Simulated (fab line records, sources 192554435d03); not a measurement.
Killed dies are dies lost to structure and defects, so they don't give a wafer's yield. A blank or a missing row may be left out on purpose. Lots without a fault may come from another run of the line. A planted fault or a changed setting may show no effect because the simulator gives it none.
Problem report in the 8D (eight disciplines) form, filled by code | flow n5_finfet | the parts of the form that need people (team, actions taken, sign-off) are left out

1. THE PROBLEM
thk_nm at N5_ILD0_THK_MEAS_08 reads a mean of 133.9 nm on 1 wafer of 1 lot; wafers without a fault read 138.7 nm with a standard deviation of 1.1. That is -4.4 standard deviations from the usual mean.
First seen on wafer L568.2, day 6 17:46, on film_metro-01. The record holds 33 wafers of 12 lots with a number at this step. Rule for "out", or "out of limits": more than 4 standard deviations from the usual mean. The other wafers with a number count as sound.

2. WHAT IT IS AND WHAT IT IS NOT
question                    | is               | is not
which readings at this step | thk_nm           | -
which lots                  | L568             | L556, L558, L559, L560, L562, L571, L573, L574, L575, L576, L578
which wafers of those lots  | L568.2           | L568.3
read on which gauges        | film_metro-01    | film_metro-02
when                        | from day 6 17:46 | up to then (15 sound wafers); but 17 sound wafers of L571, L573, L574, L575, L576, L578 came after

3. SUSPECTS, AND WHAT RULES EACH OUT
Counting: a tool at a process step up to the reading stays a suspect if it ran every lot that is out. Sound lots after the first of them don't rule it out here, since some wafers of a struck lot are sound.
- the gauge at N5_ILD0_THK_MEAS_08: kept. All the wafers that are out were read on film_metro-01, and no step on other tools shows them out.
- epi_rpcvd-04 at N5_SD_EPI_N_VAPOR_ETCH_50 (etches Si in HCl, time 54 s): kept. It ran the lot that is out, L568 (day 6 06:34); its last sound lot up to then is L559 (day 3 19:53).
- rie_diel-02 at N5_SD_EPI_P_ETCH_36 (etches SiARC in CF4, target depth 45.5 nm, time 75.8 s): kept. It ran the lot that is out, L568 (day 6 09:56); its last sound lot up to then is L562 (day 4 20:06).
- cmp-04 at N5_ILD0_CMP_07 (polishes SiO2 flowable, stops on poly-Si, t overpolish 1.18 s, target thk 138.88 nm): kept. It ran the lot that is out, L568 (day 6 17:28); its last sound lot up to then is L562 (day 5 04:29).
- Within rie_diel-02 at N5_SD_EPI_P_ETCH_36: the wafers that are out ran in chamber 3; their sound lot-mates ran in chamber 1.
- Within cmp-04 at N5_ILD0_CMP_07: the wafers that are out ran in chamber 0; their sound lot-mates ran in chamber 1.
Left after counting: epi_rpcvd-04 at N5_SD_EPI_N_VAPOR_ETCH_50, rie_diel-02 at N5_SD_EPI_P_ETCH_36, cmp-04 at N5_ILD0_CMP_07, film_metro-01 at N5_ILD0_THK_MEAS_08.

4. THE CAUSE (what the simulator had put in)
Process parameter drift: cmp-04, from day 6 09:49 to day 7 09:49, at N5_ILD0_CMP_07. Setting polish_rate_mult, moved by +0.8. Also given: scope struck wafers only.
Counting left 4 suspects, and this tool is among them.

5. THE CHAIN OF EFFECTS, in route order
Each row: a reading whose mean over the struck wafers that have a number lies more than 3 standard deviations from the usual. Only readings for which the record gives a usual standard deviation are gone through. hours: the time from each lot's start at the first step in this table that gives one to its start at this step, as a median over the lots. sigmas: the change in usual standard deviations.
hours | step                    | reading     | usual    | on struck wafers | change | sigmas
0     | N5_ILD0_THK_MEAS_08     | thk_nm      | 138.7 nm | 133.9            | -4.8   | -4.4
208   | N5_PASSIVATION_PROBE_49 | killed_open | 67       | 123              | +56    | +4.0
The process steps in it:
- N5_PASSIVATION_PROBE_49
Later measuring or inspecting steps at which every struck wafer that the step has a row for has a number for every such reading, and none has moved that far: N5_ILD0_THK_MEAS_13.

6. WHAT WOULD HAVE CAUGHT IT SOONER
In this record the first reading out of limits at a measuring or inspecting step was taken at day 6 17:46, 8 hours after the fault began at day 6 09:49.
Of the tool readings at N5_ILD0_CMP_07 for which the record gives a usual standard deviation, none was out on any struck wafer, so an alarm limit of 4 standard deviations on them would not have fired.
All the lots that are out (1) had begun N5_ILD0_CMP_07 on cmp-04 by day 6 17:46. A hold on the tool at that time would have spared none of them.
